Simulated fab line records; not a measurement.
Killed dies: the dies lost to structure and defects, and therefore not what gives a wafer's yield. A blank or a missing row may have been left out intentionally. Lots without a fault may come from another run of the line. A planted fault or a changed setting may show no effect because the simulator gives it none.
Struck lot and sound lot, side by side || flow n5_finfet || 15 out of 1938 route steps
Sound: these wafers, L256.2, L256.3, L256.5. Wafers struck: L266.1, L266.4, L266.5. The cause is named last.
Order at every step that has rows: each side's tool, ch and its chambers, its first start. Under that, the readings that differ: sound wafers || struck wafers || difference of the means || sigmas: that difference in standard deviations of wafers without a fault.
alike: a reading whose means differ by less than 2 such deviations, as well as words and numbers matching on both sides. not compared: withheld readings; readings where some wafer has no value; bounds like >300 that might hide an equal value; numbers whose values overlap and for which the record gives no deviation.
Wherever a step has rows on one side only, a row that says differs or no value, or a row with sigmas, the two part there. Non-overlapping numbers with no deviation appear without sigmas and do not part them. A reading missing from all wafers of one side parts the sides only when that side holds two or more wafers.

N5_BEOL_M0_SAQP_CD_MEAS_40 targets a cd of 30 nm.
  sound on cd_sem-02 ch 0, day 7 01:45; struck on cd_sem-03 ch 0, day 9 14:56
  alike: cd_nm
N5_BEOL_M0_SAQP_OVL_MEAS_41:
  sound on overlay-02 ch 0, day 7 01:47; struck on overlay-02 ch 0, day 9 14:58
  alike: M0_CUT1_OVL
N5_BEOL_M0_SAQP_INSPECT_42: inspects for defects (brightfield).
  sound on defect_inspect-01, day 7 01:50; struck on defect_inspect-02, day 9 15:02
  alike: raw_defect_count
N5_BEOL_M0_SAQP_DESCUM_45: chemistry O2, time 7 s.
  sound on rie_diel-03 ch 1,2, day 7 01:52; struck on rie_diel-03 ch 1,2,3, day 9 15:04
  alike: drypump_motor_current_A, oes_product_au, rf_vpp_V, showerhead_plenum_p_Torr, throttle_valve_pct
  not compared: rf_hours_counter_h
N5_BEOL_M0_SAQP_ETCH_88: etches underlayer in N2/H2, target depth 6.5 nm, time 5.2 s.
  sound on rie_diel-03 ch 1,2, day 7 01:54; struck on rie_diel-03 ch 1,2,3, day 9 15:06
  alike: drypump_motor_current_A, etch_rf_on_time_s, oes_product_au, rf_vpp_V, showerhead_plenum_p_Torr, throttle_valve_pct
  not compared: rf_hours_counter_h
then, 1 step without rows for these wafers: N5_BEOL_M0_SAQP_ETCH_73 (etches SiARC in CF4, target depth 19.5 nm, time 32.5 s).
N5_BEOL_M0_SAQP_CUT_ETCH_46: etches SOC in N2/H2, target depth 135 nm, overetch 27 nm, time 202.5 s.
  sound on rie_diel-03 ch 1,2, day 7 01:57; struck on rie_diel-03 ch 1,2,3, day 9 15:09
  alike: drypump_motor_current_A, rf_vpp_V, showerhead_plenum_p_Torr, throttle_valve_pct
  not compared: rf_hours_counter_h
then, 2 steps without rows for these wafers: N5_BEOL_M0_SAQP_STRIP_74 (strips in N2/H2); N5_BEOL_M0_SAQP_STRIP_89 (strips in N2/H2).
N5_BEOL_M0_SAQP_ALD_48: deposits SiO2, target thk 20 nm, pulse time 1 s, co reactant pulse time 1 s.
  sound on ald_sin-01 ch 0,1,3, day 7 02:09; struck on ald_sin-01 ch 0,1,3, day 9 15:21
  alike: chamber_pressure_Torr, heater_power_w, precursor_pulse_height_rel
N5_BEOL_M0_SAQP_ETCH_49: etches SiO2 in CF4/O2, target depth 37 nm.
  sound on rie_diel-01 ch 1,2,3, day 7 02:41; struck on rie_diel-03 ch 0,2, day 9 15:53
  alike: O2_flow_sccm, drypump_motor_current_A, mfc_ar_sccm, oes_product_au, rf_vpp_V, showerhead_plenum_p_Torr, throttle_valve_pct
  not compared: rf_hours_counter_h
then, 1 step without rows for these wafers: N5_BEOL_M0_SAQP_STRIP_75 (strips in CF4).
N5_BEOL_M0_CUTY_COAT_50: time 60 s, resist thk 15 nm.
  sound on litho_track-02 ch 0, day 7 02:49; struck on litho_track-01 ch 0, day 9 16:01
{"reading": "spin_speed_rpm (rpm)", "sound": "1499.5 1499.9 1498.9", "struck": "1217.3 1217.0 1218.2", "difference": -281.9, "sigmas": "-99 or more"}
{"reading": "model.SiARC_of_BEOL_M0_CUTY_COAT_50.thk_nm (nm)", "sound": "15 15 15", "struck": "16.8 16.6 16.8", "difference": "+1.7", "sigmas": ""}
then, 1 step without rows for these wafers: N5_BEOL_M0_CUTY_COAT_51 (resist thk 150 nm).
-- the record jumps here: 2 days lie between the struck wafers' starts before and after (it left off in module BEOL_M0_CUTY and takes up again in module BEOL_M4, whose first step shown is number 1111 of the route) --
N5_BEOL_M4_RC_MEAS_101:
  sound on prober-02 ch 0, day 9 07:48; struck on prober-02 ch 0, day 11 23:23
  alike: DIBL_N, DIBL_P, IOFF_N, IOFF_P, ION_N, ION_P, SS_N, SS_P, VT_N, VT_P

== WHERE THEY PART ==
Only at N5_BEOL_M0_CUTY_COAT_50, within this record. Later steps at which nothing parts them and some readings are alike: N5_BEOL_M4_RC_MEAS_101.

WHY: what the simulator had put in
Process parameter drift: litho_track-01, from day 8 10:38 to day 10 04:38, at N5_BEOL_M0_CUTY_COAT_50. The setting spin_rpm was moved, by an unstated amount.
